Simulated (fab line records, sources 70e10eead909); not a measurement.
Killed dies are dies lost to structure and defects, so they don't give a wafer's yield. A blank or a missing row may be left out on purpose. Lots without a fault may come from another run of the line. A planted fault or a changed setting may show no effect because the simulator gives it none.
fab line records | flow nand_harc
record lots=24 wafers=72 last_day=24
route steps=1159 shown A_CHANNEL_HOLE_D1@475 A_CHANNEL_FILL_D1@495 A_STAIRCASE@563
lots that met no fault: from a run of the same line without faults
start_h: hours from the record's first day to the start of the lot's first wafer shown | wait_h: hours since the lot's step before | " the same as in the row above | L1.1+2: a row that stands for several wafers | - no value, or no start given | * or withheld: withheld | < > ~ a bound
route shown NAME@n: a module of which the file shows steps, and the number in the route of the first | usual: mean/standard deviation of fault-free wafers | same: alike in all rows | chamber/n: place in a boat | sites: the reading at each site | _std_site: their standard deviation | _edge_site: outer sites' mean less inner sites' | radius_mm: how far each site lies from the wafer's centre | mask NAME#n: copy n | behind: the tool/chamber that last shaped the wafer | hold: why the lot was held/for how many hours/how that ended | device: the transistor (n, p or np) that didn't switch | end of line: the same wafers' tests at the end of the route | a step without rows: its recipe alone | killed: dies lost to structure and defects at the first sort, not the wafer's yield | map: a wafer's dies, x killed, . not, _ none there
set.NAME: the setting as run; set.NAME@STEP: as run at that earlier step | model.NAME: the simulator's own value behind a step, which no gauge read
steps of the route over a sample of lots; a table a step, a row a wafer
services: from which hour (start_h, from the record's first day; less than 0 if before it) a tool's chamber was out of use, for how many hours, and why
## steps
# step NHARC_A_CHANNEL_HOLE_D1_ETCH_23
# recipe bias_v=5000 source_w=withheld pressure_mtorr=20 time_s=819 ar_flow_sccm=375 c4f8_flow_sccm=89.3 o2_flow_sccm=35.7 temp_c=-20 target_depth_a=16000 chemistry=C4F8/O2/Ar
# usual c4f8_flow_sccm=89.27/0.28 drypump_motor_current_A=5.7/0.37 showerhead_plenum_p_Torr=3.67/0.099 throttle_valve_pct=32.155/0.0083
# columns lot.wafer tool chamber start_h wait_h c4f8_flow_sccm drypump_motor_current_A rf_hours_counter_h showerhead_plenum_p_Torr throttle_valve_pct
L074.2 har_etch-01 1 173.97 0.5 89.17 5.1 183 3.72 32.143
L074.4 " 0 " " 89.36 5.8 - 3.83 32.154
L074.5 " 1 " " 89.72 5.1 - 3.72 32.159
L075.4 har_etch-01 0 190.89 0.5 89.51 5.8 - 3.83 32.143
L075.3 " 1 " " 89.17 5.1 - 3.72 32.153
L075.6 " 0 " " 89.66 5.8 - 3.83 32.147
L078.4 har_etch-02 1 196.71 0.5 89.27 6.0 - 3.66 32.161
L078.3 " 0 " " 89.32 6.1 - 3.56 32.148
L078.5 " 0 " " 89.16 6.1 - 3.56 32.154
L076.2 har_etch-01 1 197.05 0.5 89.18 5.1 193 3.71 32.147
L076.4 " 1 " " 89.37 5.1 - 3.71 32.150
L076.5 " 1 " " 89.27 5.1 - 3.71 32.162
L077.1 har_etch-02 0 200.63 0.5 89.31 6.1 111 3.55 32.142
L077.2 " 1 " " 89.10 6.0 111 3.65 32.160
L077.4 " 1 " " 89.30 6.0 - 3.65 32.157
L080.3 har_etch-01 1 215.63 0.5 88.76 5.1 - 3.71 32.150
L080.4 " 0 " " 89.73 5.8 - 3.82 32.162
L080.5 " 1 " " 88.90 5.1 - 3.71 32.146
L081.2 har_etch-02 0 216.62 0.5 89.18 6.1 118 3.55 32.162
L081.3 " 1 " " 89.32 6.0 - 3.65 32.157
L081.6 " 0 " " 88.82 6.1 - 3.55 32.159
L079.1 har_etch-01 0 219.67 0.5 89.92 5.8 206 3.82 32.145
L079.5 " 1 " " 89.24 5.1 - 3.71 32.155
L079.6 " 0 " " 89.60 5.8 - 3.82 32.141
L083.1 har_etch-01 0 233.98 0.5 89.31 5.8 210 3.81 32.147
L083.3 " 1 " " 88.74 5.1 - 3.70 32.158
L083.5 " 1 " " 88.93 5.1 - 3.70 32.157
L082.4 har_etch-02 0 234.06 0.5 88.88 6.1 - 3.55 32.136
L082.3 " 1 " " 88.90 5.9 - 3.65 32.138
L082.6 " 1 " " 89.04 6.0 - 3.65 32.150
L084.1 har_etch-02 1 243.33 0.5 89.55 5.9 126 3.65 32.146
L084.3 " 0 " " 89.27 6.1 - 3.54 32.155
L084.6 " 1 " " 89.12 5.9 - 3.65 32.148
L086.2 har_etch-01 1 252.97 0.5 89.41 5.1 219 3.70 32.160
L086.4 " 1 " " 89.62 5.1 - 3.70 32.161
L086.6 " 1 " " 89.23 5.1 - 3.70 32.147
L085.3 har_etch-02 0 253.31 0.5 88.95 6.1 - 3.54 32.160
L085.4 " 1 " " 89.69 6.0 - 3.64 32.172
L085.5 " 0 " " 89.56 6.1 - 3.54 32.173
L088.1 har_etch-01 0 267.83 0.5 88.88 5.8 224 3.81 32.156
L088.4 " 0 " " 89.29 5.8 - 3.81 32.163
L088.5 " 0 " " 89.41 5.8 - 3.81 32.162
L087.2 har_etch-02 1 267.85 0.5 88.81 6.0 139 3.64 32.147
L087.6 " 1 " " 89.05 6.0 - 3.64 32.148
L087.5 " 0 " " 89.48 6.1 - 3.54 32.160
L089.1 har_etch-01 1 276.39 0.5 88.92 5.1 231 3.69 32.152
L089.2 " 0 " " 88.87 5.8 231 3.80 32.144
L089.4 " 1 " " 89.13 5.1 - 3.69 32.165
L090.2 har_etch-02 1 276.74 0.5 89.43 6.0 145 3.64 32.158
L090.1 " 0 " " 89.47 6.1 145 3.53 32.160
L090.6 " 0 " " 89.56 6.1 - 3.54 32.161
L091.1 har_etch-02 1 283.64 0.5 89.74 6.0 149 3.63 32.161
L091.2 " 0 " " 89.00 6.1 149 3.53 32.159
L091.5 " 0 " " 88.91 6.1 - 3.53 32.156
L092.1 har_etch-01 0 284.88 0.5 89.50 5.8 237 3.80 32.154
L092.3 " 1 " " 89.39 5.1 - 3.69 32.163
L092.5 " 0 " " 89.41 5.8 - 3.80 32.153
L093.1 har_etch-02 0 287.78 0.5 89.28 6.1 153 3.53 32.164
L093.2 " 1 " " 88.79 5.9 153 3.63 32.154
L093.6 " 0 " " 89.12 6.1 - 3.53 32.164
L094.1 har_etch-01 1 297.25 0.5 89.25 5.1 240 3.69 32.153
L094.6 " 0 " " 89.26 5.8 - 3.80 32.156
L094.5 " 1 " " 88.99 5.1 - 3.69 32.153
L095.1 har_etch-02 1 297.48 0.5 89.20 6.0 157 3.63 32.153
L095.4 " 1 " " 89.51 6.0 - 3.63 32.148
L095.5 " 1 " " 88.98 6.0 - 3.63 32.162
L096.2 har_etch-01 1 303.95 0.5 89.33 5.1 244 3.69 32.163
L096.4 " 1 " " 89.12 5.1 - 3.69 32.166
L096.6 " 1 " " 89.58 5.1 - 3.69 32.167
L097.1 har_etch-02 0 306.86 0.5 88.79 6.1 161 3.53 32.152
L097.2 " 1 " " 89.22 6.0 161 3.63 32.161
L097.4 " 1 " " 89.31 6.0 - 3.63 32.170
# step NHARC_A_CHANNEL_FILL_D1_ALD_15
# recipe target_thk_a=20 pulse_time_s=60 ald_cycles=19 temp_c=630 pressure_torr=2 material=SiNx
# usual chamber_pressure_Torr=1.999/0.0042 precursor_pulse_height_rel=0.997/0.019
# columns lot.wafer tool chamber start_h wait_h chamber_pressure_Torr precursor_pulse_height_rel
L074.2 ald_sin_batch-02 0 - - 1.997 0.992
L074.4 " 0 " " 2.002 1.015
L074.5 " 0 " " 1.992 1.011
L075.3 ald_sin_batch-02 0 - - 1.998 0.976
L075.4 " 0 " " 1.999 0.991
L075.6 " 0 " " 1.999 0.997
L076.2 ald_sin_batch-01 0 211.13 2.8 2.001 0.982
L076.4 " 0 " " 1.999 0.967
L076.5 " 0 " " 2.002 1.001
L078.3 ald_sin_batch-01 0 - - 2.003 1.008
L078.4 " 0 " " 1.999 0.981
L078.5 " 0 " " 2.000 1.004
L077.1 ald_sin_batch-03 0 215.46 3.1 2.000 1.010
L077.2 " 0 " " 1.997 0.960
L077.4 " 0 " " 2.002 0.984
L080.3 ald_sin_batch-02 0 - - 1.995 1.000
L080.4 " 0 " " 1.994 0.993
L080.5 " 0 " " 1.997 1.001
L081.2 ald_sin_batch-02 0 - - 1.989 1.000
L081.3 " 0 " " 1.993 0.984
L081.6 " 0 " " 1.992 0.991
L079.1 ald_sin_batch-03 0 - - 2.001 0.984
L079.5 " 0 " " 1.995 1.030
L079.6 " 0 " " 2.002 0.966
L082.3 ald_sin_batch-02 0 - - 2.000 0.978
L082.4 " 0 " " 2.005 1.010
L082.6 " 0 " " 2.006 0.989
L083.1 ald_sin_batch-02 0 - - 1.998 0.983
L083.3 " 0 " " 2.001 0.996
L083.5 " 0 " " 2.000 1.018
L084.1 ald_sin_batch-01 0 - - 2.001 1.044
L084.3 " 0 " " 2.004 1.015
L084.6 " 0 " " 1.996 0.984
L085.3 ald_sin_batch-03 0 - - 2.000 0.993
L085.4 " 0 " " 2.007 0.978
L085.5 " 0 " " 2.003 1.007
L086.2 ald_sin_batch-03 0 - - 2.002 0.970
L086.4 " 0 " " 2.002 1.015
L086.6 " 0 " " 2.004 0.990
L087.2 ald_sin_batch-01 0 - - 2.003 0.970
L087.5 " 0 " " 2.001 1.009
L087.6 " 0 " " 2.008 0.968
L088.1 ald_sin_batch-01 0 - - 2.000 0.993
L088.4 " 0 " " 2.009 0.983
L088.5 " 0 " " 2.004 1.016
L089.1 ald_sin_batch-01 0 - - 1.994 1.021
L089.2 " 0 " " 1.991 1.012
L089.4 " 0 " " 1.992 1.014
L090.1 ald_sin_batch-01 0 - - 1.999 0.956
L090.2 " 0 " " 1.990 0.995
L090.6 " 0 " " 1.991 0.995
L091.1 ald_sin_batch-01 0 - - 1.995 1.010
L091.2 " 0 " " 1.994 1.009
L091.5 " 0 " " 1.997 0.994
L092.1 ald_sin_batch-01 0 - - 2.002 0.992
L092.3 " 0 " " 1.994 1.004
L092.5 " 0 " " 1.997 0.976
L093.1 ald_sin_batch-01 0 - - 1.998 0.997
L093.2 " 0 " " 2.001 1.027
L093.6 " 0 " " 1.996 1.002
L094.1 ald_sin_batch-01 0 - - 1.999 0.986
L094.5 " 0 " " 1.994 0.989
L094.6 " 0 " " 1.991 0.984
L095.1 ald_sin_batch-01 0 - - 2.000 0.994
L095.4 " 0 " " 1.999 1.064
L095.5 " 0 " " 1.998 1.018
L096.2 ald_sin_batch-01 0 - - 1.989 1.026
L096.4 " 0 " " 1.997 1.019
L096.6 " 0 " " 1.994 1.011
L097.1 ald_sin_batch-02 0 - - 1.998 0.999
L097.2 " 0 " " 1.994 1.024
L097.4 " 0 " " 1.995 1.013
# step NHARC_A_CHANNEL_FILL_D1_ALD_16
# recipe target_thk_a=15 pulse_time_s=10 ald_cycles=15 temp_c=300 material=SiO2
# usual heater_power_w=468/27 precursor_pulse_height_rel=1.001/0.019
# columns lot.wafer tool chamber start_h wait_h heater_power_w precursor_pulse_height_rel
L074.4 ald_hk-03 0 190.69 0.1 488 1.010
L074.2 " 1 " " 411 1.012
L074.5 " 0 " " 481 1.014
L075.3 ald_hk-03 1 207.61 0.1 424 0.982
L075.4 " 2 " " 477 1.028
L075.6 " 0 " " 475 1.011
L076.4 ald_hk-01 3 213.22 0.0 483 0.963
L076.2 " 0 " " 524 0.997
L076.5 " 0 " " 517 1.050
L078.4 ald_hk-04 0 213.22 0.0 482 1.027
L078.3 " 2 " " 478 0.984
L078.5 " 0 " " 477 1.006
L077.1 ald_hk-03 0 217.55 0.1 479 0.980
L077.2 " 1 " " 423 0.983
L077.4 " 2 " " 486 1.004
L081.2 ald_hk-04 1 232.09 0.1 443 1.037
L081.3 " 2 " " 474 0.977
L081.6 " 0 " " 469 0.999
L080.4 ald_hk-04 1 232.23 0.2 464 0.981
L080.3 " 3 " " 492 1.032
L080.5 " 0 " " 476 0.995
L079.1 ald_hk-04 1 236.84 0.2 446 1.020
L079.5 " 2 " " 489 0.977
L079.6 " 3 " " 490 0.982
L083.1 ald_hk-01 1 253.13 0.1 498 0.994
L083.3 " 2 " " 435 1.000
L083.5 " 2 " " 436 1.003
L082.3 ald_hk-03 2 253.15 0.1 467 0.982
L082.4 " 0 " " 488 0.966
L082.6 " 2 " " 473 0.978
L084.1 ald_hk-01 2 261.13 0.7 435 1.000
L084.3 " 3 " " 489 0.984
L084.6 " 1 " " 492 0.979
L085.3 ald_hk-01 0 269.63 0.1 508 1.017
L085.4 " 1 " " 490 0.972
L085.5 " 0 " " 515 0.990
L086.2 ald_hk-04 3 269.63 0.1 484 1.000
L086.4 " 1 " " 449 1.007
L086.6 " 2 " " 464 0.972
L087.2 ald_hk-04 2 286.07 0.0 465 1.009
L087.5 " 2 " " 469 1.014
L087.6 " 3 " " 490 0.979
L088.1 ald_hk-01 3 286.13 0.1 484 1.007
L088.4 " 0 " " 499 1.013
L088.5 " 2 " " 430 0.991
L089.2 ald_hk-01 2 293.30 0.0 449 1.040
L089.4 " 0 " " 509 1.009
L089.1 " 1 " " 492 0.978
L090.1 ald_hk-03 0 293.35 0.1 484 0.993
L090.2 " 1 " " 412 1.014
L090.6 " 3 " " 417 0.991
L092.1 ald_hk-01 1 300.79 0.2 482 1.001
L092.3 " 2 " " 443 1.004
L092.5 " 3 " " 477 0.999
L091.1 ald_hk-01 3 300.93 0.4 474 1.017
L091.2 " 0 " " 508 0.984
L091.5 " 2 " " 433 0.965
L093.1 ald_hk-04 1 304.70 0.1 439 1.032
L093.2 " 3 " " 484 0.984
L093.6 " 0 " " 468 1.008
L095.1 ald_hk-03 0 313.79 0.0 490 0.984
L095.4 " 3 " " 427 0.997
L095.5 " 1 " " 415 1.003
L094.1 ald_hk-04 1 313.87 0.1 461 0.999
L094.5 " 3 " " 470 0.994
L094.6 " 0 " " 473 0.992
L096.4 ald_hk-03 3 320.62 0.1 418 1.008
L096.2 " 0 " " 486 1.011
L096.6 " 2 " " 476 0.962
L097.1 ald_hk-01 3 323.53 0.0 478 1.016
L097.2 " 0 " " 494 1.007
L097.4 " 1 " " 489 1.016
# step NHARC_A_CHANNEL_FILL_D1_STRIP_28
# recipe time_s=20 o2_flow_sccm=500 ar_flow_sccm=0 bias_w=0 chemistry=O2
# usual drypump_motor_current_A=6.0/0.38 oes_product_au=1.002/0.0061 rf_vpp_V=57.7/0.85 showerhead_plenum_p_Torr=3.49/0.16 throttle_valve_pct=17.036/0.0092
# columns lot.wafer tool chamber start_h wait_h drypump_motor_current_A oes_product_au rf_hours_counter_h rf_vpp_V showerhead_plenum_p_Torr throttle_valve_pct
L074.4 rie_diel-05 3 202.64 0.1 5.3 1.004 0.8 56.9 3.52 17.040
L074.2 " 0 " " 6.5 1.002 0.8 59.4 3.77 17.040
L074.5 " 2 " " 5.7 1.006 - 57.1 3.33 17.034
L075.4 rie_diel-05 0 219.53 0.1 6.5 0.995 1.1 57.8 3.77 17.022
L075.3 " 3 " " 5.2 1.004 1.2 58.5 3.52 17.037
L075.6 " 0 " " 6.5 1.000 - 58.5 3.77 17.037
L078.4 rie_diel-03 3 226.05 0.1 6.6 1.007 0.1 56.9 3.50 17.041
L078.3 " 1 " " 5.7 1.001 0.1 58.5 3.70 17.045
L078.5 " 2 " " 6.2 1.000 - 57.1 3.32 17.013
L076.2 rie_diel-05 2 226.10 0.1 5.7 1.008 1.5 56.5 3.33 17.035
L076.4 " 0 " " 6.5 1.004 1.3 57.7 3.77 17.039
L076.5 " 1 " " 6.1 1.009 - 57.8 3.38 17.035
L077.1 rie_diel-04 3 229.29 0.1 5.9 1.004 3.5 58.6 3.74 17.037
L077.4 " 0 " " 6.2 1.001 4.4 57.1 3.31 17.051
L077.2 " 2 " " 6.2 0.997 4.3 59.9 3.51 17.042
L080.4 rie_diel-04 0 244.28 0.1 6.3 1.003 4.9 56.0 3.31 17.036
L080.3 " 1 " " 5.7 0.999 4.4 57.2 3.52 17.041
L080.5 " 1 " " 5.6 1.000 - 59.2 3.52 17.018
L081.3 rie_diel-05 0 244.28 0.1 6.5 1.002 1.7 57.0 3.77 17.049
L081.2 " 1 " " 6.1 1.008 1.8 57.7 3.38 17.041
L081.6 " 0 " " 6.5 0.999 - 58.4 3.77 17.036
L079.1 rie_diel-04 3 248.89 0.1 5.8 0.993 4.2 58.7 3.74 17.028
L079.6 " 0 " " 6.2 0.998 - 58.4 3.31 17.028
L079.5 " 1 " " 5.7 0.989 - 56.8 3.52 17.029
L083.3 rie_diel-04 2 265.40 0.1 6.2 1.008 5.5 57.7 3.50 17.037
L083.1 " 3 " " 5.8 1.005 4.8 57.6 3.74 17.046
L083.5 " 2 " " 6.2 1.001 - 57.7 3.50 17.047
L082.3 rie_diel-05 3 265.40 0.1 5.3 1.006 2.2 58.7 3.52 17.041
L082.4 " 0 " " 6.5 0.999 2.0 57.6 3.77 17.031
L082.6 " 2 " " 5.7 0.999 - 56.4 3.33 17.032
L084.3 rie_diel-04 2 274.33 0.1 6.2 1.006 5.8 57.6 3.50 17.042
L084.1 " 0 " " 6.2 1.005 5.9 57.9 3.31 17.037
L084.6 " 1 " " 5.7 0.998 - 56.3 3.52 17.047
L086.2 rie_diel-03 2 281.68 0.1 6.2 1.008 9.6 57.7 3.32 17.040
L086.4 " 1 " " 5.7 1.011 9.2 59.3 3.69 17.039
L086.6 " 2 " " 6.2 1.001 - 57.0 3.32 17.032
L085.4 rie_diel-04 3 281.69 0.1 5.8 1.008 5.5 59.8 3.74 17.049
L085.3 " 0 " " 6.2 1.000 6.1 58.2 3.31 17.025
L085.5 " 1 " " 5.7 0.994 - 57.9 3.52 17.024
L087.2 rie_diel-04 0 298.14 0.1 6.3 0.990 0 56.3 3.31 17.045
L087.5 " 3 " " 5.8 1.001 - 57.9 3.74 17.040
L087.6 " 0 " " 6.3 0.993 - 57.1 3.31 17.042
L088.1 rie_diel-05 1 298.16 0.1 6.1 1.008 3.1 57.7 3.38 17.043
L088.4 " 0 " " 6.5 0.999 2.9 57.7 3.77 17.037
L088.5 " 2 " " 5.7 1.008 - 57.2 3.33 17.018
L090.2 rie_diel-04 0 305.85 0.1 6.2 1.003 0.5 56.4 3.31 17.037
L090.1 " 2 " " 6.2 1.000 0.5 57.3 3.50 17.043
L090.6 " 0 " " 6.2 0.998 - 56.4 3.31 17.031
L089.4 rie_diel-05 0 305.86 0.1 6.5 0.994 3.2 56.8 3.77 17.033
L089.1 " 1 " " 6.2 1.004 3.5 58.0 3.38 17.048
L089.2 " 2 " " 5.7 0.996 3.6 57.6 3.33 17.042
L092.1 rie_diel-05 2 312.58 0.1 5.7 0.998 3.8 56.2 3.33 17.030
L092.3 " 3 " " 5.3 1.006 3.5 59.3 3.52 17.040
L092.5 " 0 " " 6.5 1.013 - 59.2 3.77 17.028
L091.1 rie_diel-04 3 312.58 0.1 5.8 1.004 0.6 58.0 3.74 17.035
L091.2 " 1 " " 5.7 1.011 0.7 57.6 3.52 17.039
L091.5 " 3 " " 5.8 1.000 - 59.0 3.74 17.031
L093.2 rie_diel-05 2 319.86 0.1 5.8 0.999 3.8 56.0 3.33 17.038
L093.1 " 0 " " 6.5 1.007 3.4 58.5 3.77 17.021
L093.6 " 1 " " 6.1 1.014 - 57.6 3.38 17.025
L094.1 rie_diel-05 3 326.33 0.1 5.3 1.002 3.8 59.8 3.52 17.023
L094.5 " 0 " " 6.5 0.992 - 57.5 3.77 17.056
L094.6 " 1 " " 6.1 0.998 - 56.5 3.38 17.040
L095.1 rie_diel-04 0 326.34 0.1 6.2 0.989 1.0 57.5 3.31 17.064
L095.5 " 2 " " 6.2 1.011 - 58.8 3.50 17.048
L095.4 " 0 " " 6.2 0.991 - 56.2 3.31 17.043
L096.4 rie_diel-05 2 332.53 0.1 5.8 1.003 4.0 58.6 3.33 17.036
L096.2 " 3 " " 5.2 1.002 3.9 57.7 3.52 17.033
L096.6 " 2 " " 5.7 1.002 - 56.3 3.33 17.042
L097.2 rie_diel-05 2 335.60 0.2 5.7 1.003 4.2 58.0 3.33 17.010
L097.4 " 3 " " 5.3 1.009 4.1 57.4 3.52 17.055
L097.1 " 0 " " 6.5 1.014 3.9 58.3 3.77 17.045
# step NHARC_A_STAIRCASE_TRIM_26
# recipe time_s=211.2 o2_flow_sccm=500 ar_flow_sccm=0 bias_w=0 chemistry=O2
# usual drypump_motor_current_A=5.7/0.38 oes_product_au=1.000/0.0072 rf_vpp_V=57.9/0.92 showerhead_plenum_p_Torr=3.53/0.16 throttle_valve_pct=17.036/0.0088
# columns lot.wafer tool chamber start_h wait_h drypump_motor_current_A oes_product_au rf_hours_counter_h rf_vpp_V showerhead_plenum_p_Torr throttle_valve_pct
L074.2 rie_diel-06 2 - - 5.8 1.012 57 57.5 3.71 17.043
L074.4 " 0 " " 5.6 1.002 57 58.3 3.58 17.034
L074.5 " 1 " " 6.4 0.995 - 56.9 3.32 17.046
L075.3 rie_diel-08 3 - - 4.9 1.006 41 57.7 3.35 17.016
L075.6 " 1 " " 5.8 1.006 - 57.4 3.53 17.033
L075.4 " 2 " " 5.7 1.015 - 57.1 3.32 17.039
L076.4 rie_diel-06 0 - - 5.6 1.002 3 58.3 3.58 17.028
L076.2 " 1 " " 6.4 0.990 3 58.3 3.31 17.024
L076.5 " 0 " " 5.6 1.011 - 57.9 3.58 17.035
L078.4 rie_diel-06 1 - - 6.4 0.989 5 56.7 3.31 17.027
L078.3 " 2 " " 5.8 1.001 4 59.3 3.71 17.019
L078.5 " 0 " " 5.6 0.995 - 57.9 3.58 17.054
L077.1 rie_diel-08 1 - - 5.8 1.014 48 57.6 3.53 17.037
L077.2 " 3 " " 4.9 1.000 48 56.8 3.35 17.035
L077.4 " 0 " " 6.0 1.002 40 59.6 3.65 17.035
L081.3 rie_diel-08 0 - - 6.0 1.008 44 57.2 3.65 17.046
L081.2 " 1 " " 5.8 1.012 52 57.5 3.52 17.050
L081.6 " 0 " " 6.0 1.005 - 56.9 3.65 17.039
L080.3 rie_diel-12 2 - - 5.2 0.996 24 57.8 3.38 17.050
L080.4 " 0 " " 6.1 1.004 23 57.8 3.70 17.037
L080.5 " 2 " " 5.1 0.999 - 55.4 3.38 17.044
L079.1 rie_diel-06 0 - - 5.7 1.011 9 56.7 3.58 17.020
L079.6 " 2 " " 5.8 0.994 - 58.0 3.70 17.039
L079.5 " 3 " " 5.5 1.000 - 58.8 3.77 17.037
L082.4 rie_diel-06 2 - - 5.8 0.984 14 58.6 3.70 17.031
L082.3 " 3 " " 5.5 0.995 12 58.3 3.77 17.043
L082.6 " 2 " " 5.8 0.994 - 58.0 3.70 17.038
L083.3 rie_diel-08 0 - - 6.0 1.015 52 59.1 3.65 17.037
L083.1 " 2 " " 5.7 1.020 60 56.8 3.31 17.036
L083.5 " 0 " " 6.0 1.005 - 59.1 3.65 17.041
L084.1 rie_diel-12 2 - - 5.2 0.988 35 57.1 3.38 17.038
L084.3 " 0 " " 6.1 0.988 33 60.2 3.69 17.030
L084.6 " 1 " " 6.0 1.000 - 56.8 3.48 17.041
L086.2 rie_diel-12 0 - - 6.1 1.003 36 59.5 3.69 17.047
L086.4 " 3 " " 5.7 1.000 34 57.1 3.52 17.031
L086.6 " 1 " " 6.0 0.997 - 58.0 3.48 17.028
L085.4 rie_diel-06 3 - - 5.6 1.009 20 59.7 3.76 17.039
L085.3 " 0 " " 5.6 0.999 22 57.6 3.57 17.037
L085.5 " 3 " " 5.5 0.999 - 59.5 3.76 17.046
L088.4 rie_diel-06 0 - - 5.6 0.999 25 58.5 3.57 17.040
L088.1 " 3 " " 5.5 0.996 24 58.8 3.76 17.038
L088.5 " 1 " " 6.4 1.003 - 57.9 3.30 17.046
L087.2 rie_diel-12 2 - - 5.2 1.005 42 56.8 3.37 17.034
L087.5 " 2 " " 5.2 0.995 - 57.4 3.37 17.025
L087.6 " 3 " " 5.7 1.006 - 59.2 3.52 17.038
L089.2 rie_diel-06 1 - - 6.4 0.993 32 57.8 3.30 17.031
L089.1 " 3 " " 5.5 0.999 28 58.1 3.76 17.039
L089.4 " 0 " " 5.6 1.002 29 57.5 3.57 17.023
L090.1 rie_diel-12 3 - - 5.7 1.003 44 57.9 3.52 17.035
L090.2 " 1 " " 6.0 1.003 47 58.0 3.47 17.040
L090.6 " 3 " " 5.7 1.009 - 58.2 3.52 17.049
L091.2 rie_diel-06 0 - - 5.6 1.001 31 58.3 3.56 17.038
L091.1 " 2 " " 5.8 0.999 34 58.2 3.69 17.026
L091.5 " 0 " " 5.7 1.002 - 57.1 3.56 17.027
L093.2 rie_diel-06 0 - - 5.7 0.998 34 58.4 3.56 17.024
L093.1 " 1 " " 6.3 0.992 37 56.6 3.30 17.025
L093.6 " 3 " " 5.6 1.007 - 57.1 3.75 17.031
L092.1 rie_diel-08 1 - - 5.8 1.009 14 58.8 3.51 17.031
L092.3 " 3 " " 4.9 0.996 14 58.1 3.34 17.031
L092.5 " 0 " " 6.0 0.996 - 58.5 3.64 17.039
L094.1 rie_diel-12 3 - - 5.7 1.010 52 59.1 3.52 17.045
L094.6 " 0 " " 6.1 1.001 - 59.0 3.68 17.045
L094.5 " 1 " " 6.0 1.012 - 57.2 3.47 17.035
L095.1 rie_diel-06 3 - - 5.5 0.994 37 59.1 3.75 17.036
L095.4 " 1 " " 6.4 1.000 40 57.0 3.30 17.027
L095.5 " 3 " " 5.5 1.002 - 58.6 3.75 17.039
L096.2 rie_diel-12 0 - - 6.1 1.002 54 58.3 3.68 17.032
L096.4 " 1 " " 6.0 1.003 56 58.8 3.47 17.024
L096.6 " 3 " " 5.7 1.005 - 57.6 3.51 17.036
L097.2 rie_diel-06 0 - - 5.6 0.996 41 60.0 3.56 17.018
L097.1 " 2 " " 5.8 0.999 45 57.4 3.68 17.045
L097.4 " 3 " " 5.5 1.003 42 56.9 3.75 17.028
# step NHARC_A_STAIRCASE_ETCH_194
# recipe target_depth_a=1000 time_s=40.5 ion_energy_ev=400 c4f8_flow_sccm=20 o2_flow_sccm=10 ar_flow_sccm=withheld rf_w=600 bias_w=1000 chemistry=C4F8/O2
# usual oes_product_au=0.943/0.0091 rf_vpp_V=895/5.4
# columns lot.wafer tool chamber start_h wait_h oes_product_au rf_hours_counter_h rf_vpp_V
L074.4 rie_diel-06 1 - - 0.936 59 888
L074.2 " 2 " " 0.955 59 903
L074.5 " 0 " " 0.931 - 899
L075.3 rie_diel-08 1 - - 0.939 43 896
L075.6 " 2 " " 0.951 - 889
L075.4 " 3 " " 0.941 - 889
L076.4 rie_diel-08 2 - - 0.955 47 889
L076.2 " 0 " " 0.957 39 901
L076.5 " 2 " " 0.942 - 887
L077.1 rie_diel-06 2 - - 0.949 5 902
L077.2 " 3 " " 0.951 5 906
L077.4 " 0 " " 0.952 6 899
L078.3 rie_diel-12 3 - - 0.953 20 895
L078.4 " 0 " " 0.949 21 903
L078.5 " 3 " " 0.958 - 897
L081.2 rie_diel-08 3 - - 0.944 53 889
L081.3 " 2 " " 0.944 53 887
L081.6 " 0 " " 0.936 - 900
L080.4 rie_diel-08 3 - - 0.955 54 889
L080.3 " 0 " " 0.952 45 902
L080.5 " 3 " " 0.954 - 891
L079.1 rie_diel-08 2 - - 0.960 54 888
L079.5 " 1 " " 0.954 - 895
L079.6 " 2 " " 0.946 - 888
L082.4 rie_diel-08 1 - - 0.956 61 896
L082.3 " 2 " " 0.952 61 888
L082.6 " 3 " " 0.938 - 889
L083.3 rie_diel-12 2 - - 0.941 32 889
L083.1 " 1 " " 0.949 33 894
L083.5 " 2 " " 0.941 - 891
L084.1 rie_diel-06 0 - - 0.943 19 898
L084.3 " 3 " " 0.941 17 905
L084.6 " 0 " " 0.943 - 898
L086.4 rie_diel-06 1 - - 0.939 24 889
L086.2 " 2 " " 0.952 22 903
L086.6 " 1 " " 0.944 - 888
L085.4 rie_diel-08 2 - - 0.947 1 887
L085.3 " 3 " " 0.955 1 889
L085.5 " 0 " " 0.945 - 900
L088.4 rie_diel-12 2 - - 0.930 44 890
L088.1 " 3 " " 0.934 41 895
L088.5 " 1 " " 0.942 - 894
L087.2 rie_diel-08 3 - - 0.943 7 890
L087.5 " 2 " " 0.950 - 888
L087.6 " 3 " " 0.929 - 890
L089.4 rie_diel-06 0 - - 0.948 30 898
L089.2 " 1 " " 0.936 33 889
L089.1 " 2 " " 0.944 33 902
L090.2 rie_diel-08 3 - - 0.936 10 890
L090.1 " 1 " " 0.946 9 897
L090.6 " 3 " " 0.946 - 890
L091.2 rie_diel-12 0 - - 0.935 47 901
L091.1 " 3 " " 0.934 48 896
L091.5 " 0 " " 0.928 - 902
L093.2 rie_diel-06 1 - - 0.924 37 886
L093.1 " 2 " " 0.933 37 903
L093.6 " 1 " " 0.920 - 887
L092.3 rie_diel-08 1 - - 0.937 15 896
L092.1 " 2 " " 0.948 15 885
L092.5 " 0 " " 0.930 - 899
L094.1 rie_diel-12 3 - - 0.936 53 896
L094.5 " 1 " " 0.951 - 892
L094.6 " 2 " " 0.930 - 889
L095.4 rie_diel-08 1 - - 0.937 18 895
L095.1 " 3 " " 0.951 17 890
L095.5 " 0 " " 0.931 - 900
L096.4 rie_diel-08 3 - - 0.962 18 889
L096.2 " 0 " " 0.946 18 901
L096.6 " 2 " " 0.941 - 887
L097.1 rie_diel-12 2 - - 0.949 60 891
L097.4 " 3 " " 0.952 57 895
L097.2 " 0 " " 0.930 57 902
## services
# columns tool chamber start_h hours kind
rie_diel-05 - 163.60 9.0 pm
rie_diel-03 2 167.77 5.8 repair
rie_diel-12 3 170.97 13.6 repair
rie_diel-03 - 177.99 0.4 repair
rie_diel-03 - 180.99 1.2 repair
rie_diel-04 3 183.92 15.8 repair
rie_diel-04 1 186.55 5.8 repair
ald_hk-04 - 187.39 10.0 pm
rie_diel-12 2 200.30 15.2 repair
rie_diel-12 - 202.84 9.0 pm
ald_hk-01 - 228.16 10.0 pm
rie_diel-08 0 239.25 15.5 repair
rie_diel-06 - 241.34 9.0 pm
rie_diel-05 2 271.69 1.7 repair
rie_diel-04 0 276.77 4.8 repair
rie_diel-06 - 288.22 5.2 repair
rie_diel-04 - 288.95 9.0 pm
rie_diel-08 - 301.82 9.0 pm
har_etch-01 - 306.59 17.0 pm
ald_sin_batch-03 - 315.36 26.0 pm
rie_diel-04 3 321.00 13.3 repair
ald_hk-03 - 322.73 10.0 pm
rie_diel-05 - 340.65 9.0 pm
ald_hk-04 - 365.39 10.0 pm
## key
fault none
